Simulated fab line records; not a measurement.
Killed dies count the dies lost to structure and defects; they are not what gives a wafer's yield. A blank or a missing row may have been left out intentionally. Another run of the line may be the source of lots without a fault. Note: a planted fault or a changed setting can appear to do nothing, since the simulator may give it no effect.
8D (eight disciplines) problem report, filled in by code || flow nand-harc || the parts of the form that need people (team, actions taken, sign-off) are left out

== 1. THE ISSUE ==
Wafers without a fault read 200.8 W, standard deviation 1.2; heater-power-total-W at NHARC_A_BONDPAD_SOFTBAKE_04 reads a mean of 208.8 W on 3 wafers belonging to 3 lots. Measured from the usual mean, that is +6.7 standard deviations.
The step: time 70 s.
First observed at day 29 05:00: wafer L887.4, on litho-track-03. At this step, 42 wafers from 14 lots have a number in the record. The rule behind "out" and "out of limits": a value lying over 4 standard deviations away from the usual mean. The other wafers with a number count as sound.

== 2. WHAT IT IS, AND WHAT IT ISN'T ==
{"question": "which readings at this step", "is": "heater-power-total-W", "is not": "-"}
{"question": "which lots", "is": "L886, L887, L888", "is not": "L870, L871, L872, L874, L875, L877, L879, L880, L890, L892, L893"}
{"question": "which wafers of those lots", "is": "L886.3, L887.4, L888.4", "is not": "L886.1, L886.2, L887.2, L887.5, L888.2, L888.5"}
{"question": "read on which tools", "is": "litho-track-03", "is not": "litho-track-05, litho-track-07"}
{"question": "when", "is": "from day 29 05:00", "is not": "up to then (26 sound wafers); but 13 sound wafers of L886, L888, L890, L892, L893 came after"}

== 3. THE SUSPECTS, EACH WITH WHAT RULES IT OUT ==
Counting: a tool at a process step up to the reading stays a suspect if it ran every lot that is out. Sound lots after the first of them don't rule it out here, since some wafers of a struck lot are sound.
- litho-track-03 at NHARC_A_BONDPAD_SOFTBAKE_04 (time 70 s): kept. Ran every lot that is out, first one L887 (day 29 05:00); last sound lot up to then L877 (day 26 03:00). On those wafers its own readings are out: heater-power-total-W.
The count leaves litho-track-03 at NHARC_A_BONDPAD_SOFTBAKE_04.

== 4. THE CAUSE (what the simulator had put in) ==
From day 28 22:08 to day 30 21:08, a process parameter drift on litho-track-03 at NHARC_A_BONDPAD_SOFTBAKE_04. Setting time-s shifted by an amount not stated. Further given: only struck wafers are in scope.
This tool alone remained once counting was done.

== 5. THE EFFECT CHAIN, in route order ==
Each row: a reading where the mean over the struck wafers with a number is more than 3 standard deviations away from the usual. Readings are gone through only where the record gives a usual standard deviation; hours: the median, over the lots, of the time from a lot's start at the first step in this table giving one to that lot's start at this step; sigmas: the change measured in usual standard deviations.
{"hours": 0, "step": "NHARC_A_BONDPAD_SOFTBAKE_04", "reading": "heater-power-total-W", "usual": "200.8 W", "on struck wafers": 208.8, "change": "+8.0", "sigmas": "+6.7"}
The process steps in it:
- NHARC_A_BONDPAD_SOFTBAKE_04: time 70 s.
Later measuring or inspecting steps at which every struck wafer that the step has a row for has a number for every such reading, and none has moved that far: NHARC_A_BONDPAD_CD_MEAS_13, NHARC_END_SORT_01.

== 6. HOW IT WOULD HAVE BEEN CAUGHT EARLIER ==
First out-of-limits reading in this record: day 29 05:00, which is 7 hours after fault onset at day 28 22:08.
